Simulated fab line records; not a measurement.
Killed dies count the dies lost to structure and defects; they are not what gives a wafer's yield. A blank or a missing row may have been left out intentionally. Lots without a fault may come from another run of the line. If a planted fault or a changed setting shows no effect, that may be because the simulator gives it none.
Matching of chambers / flow nand-harc / NHARC_THIN_TSV_DEP_43 on pecvd-04: 3 sister chambers
The step deposits SiO2, target thk 1328.5 nm. 18 wafers are shown with their chamber, then 9 later ones without.

## WAFERS, EACH WITH ITS CHAMBER
wafer=L409.1; chamber=0; throttle-valve-pct (%)=14.8
wafer=L409.3; chamber=2; throttle-valve-pct (%)=15.8
wafer=L409.6; chamber=0; throttle-valve-pct (%)=15.0
wafer=L410.2; chamber=0; throttle-valve-pct (%)=14.9
wafer=L410.3; chamber=0; throttle-valve-pct (%)=14.8
wafer=L410.5; chamber=2; throttle-valve-pct (%)=15.5
wafer=L412.3; chamber=2; throttle-valve-pct (%)=15.6
wafer=L412.4; chamber=0; throttle-valve-pct (%)=14.8
wafer=L412.6; chamber=1; throttle-valve-pct (%)=15.5
wafer=L422.2; chamber=2; throttle-valve-pct (%)=15.5
wafer=L422.3; chamber=1; throttle-valve-pct (%)=15.8
wafer=L422.5; chamber=2; throttle-valve-pct (%)=15.5
wafer=L427.1; chamber=1; throttle-valve-pct (%)=16.1
wafer=L427.3; chamber=2; throttle-valve-pct (%)=15.9
wafer=L427.4; chamber=1; throttle-valve-pct (%)=16.0
wafer=L428.1; chamber=1; throttle-valve-pct (%)=16.1
wafer=L428.5; chamber=1; throttle-valve-pct (%)=15.9
wafer=L428.6; chamber=0; throttle-valve-pct (%)=15.0

SIGNATURES, as means of the wafers listed above
reading=throttle-valve-pct; chamber 0=14.883; chamber 1=15.900; chamber 2=15.633; scatter within a chamber=0.175
Rule: distance of a wafer from a chamber = root of the sum over the readings of ((wafer's reading minus chamber's mean) / reading's scatter) squared. If the next closest chamber is less than 2 further off than the closest, the wafer can't be placed; otherwise it belongs to the closest. The scatter: the root of (the sum of the squares of (reading less its chamber's mean) over the shown wafers, divided by (wafers less chambers)).

## WAFERS MISSING THEIR CHAMBER
wafer=L429.1; throttle-valve-pct (%)=15.5
wafer=L429.2; throttle-valve-pct (%)=16.1
wafer=L429.4; throttle-valve-pct (%)=15.1
wafer=L430.1; throttle-valve-pct (%)=16.0
wafer=L430.3; throttle-valve-pct (%)=15.7
wafer=L430.4; throttle-valve-pct (%)=15.0
wafer=L432.2; throttle-valve-pct (%)=15.1
wafer=L432.4; throttle-valve-pct (%)=15.6
wafer=L432.5; throttle-valve-pct (%)=16.1

## WHICH CHAMBER EACH WENT THROUGH
wafer=L429.1; from the rows above=can't be placed: 2 or 1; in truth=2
wafer=L429.2; from the rows above=can't be placed: 1 or 2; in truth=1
wafer=L429.4; from the rows above=can't be placed: 0 or 2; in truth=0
wafer=L430.1; from the rows above=can't be placed: 1 or 2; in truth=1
wafer=L430.3; from the rows above=can't be placed: 2 or 1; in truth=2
wafer=L430.4; from the rows above=0; in truth=0
wafer=L432.2; from the rows above=can't be placed: 0 or 2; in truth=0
wafer=L432.4; from the rows above=can't be placed: 2 or 1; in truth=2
wafer=L432.5; from the rows above=can't be placed: 1 or 2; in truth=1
Placed correctly: 1 of 9. These rows do not allow placing 8 (true chamber among the candidates in 8). 0 placed wrongly.
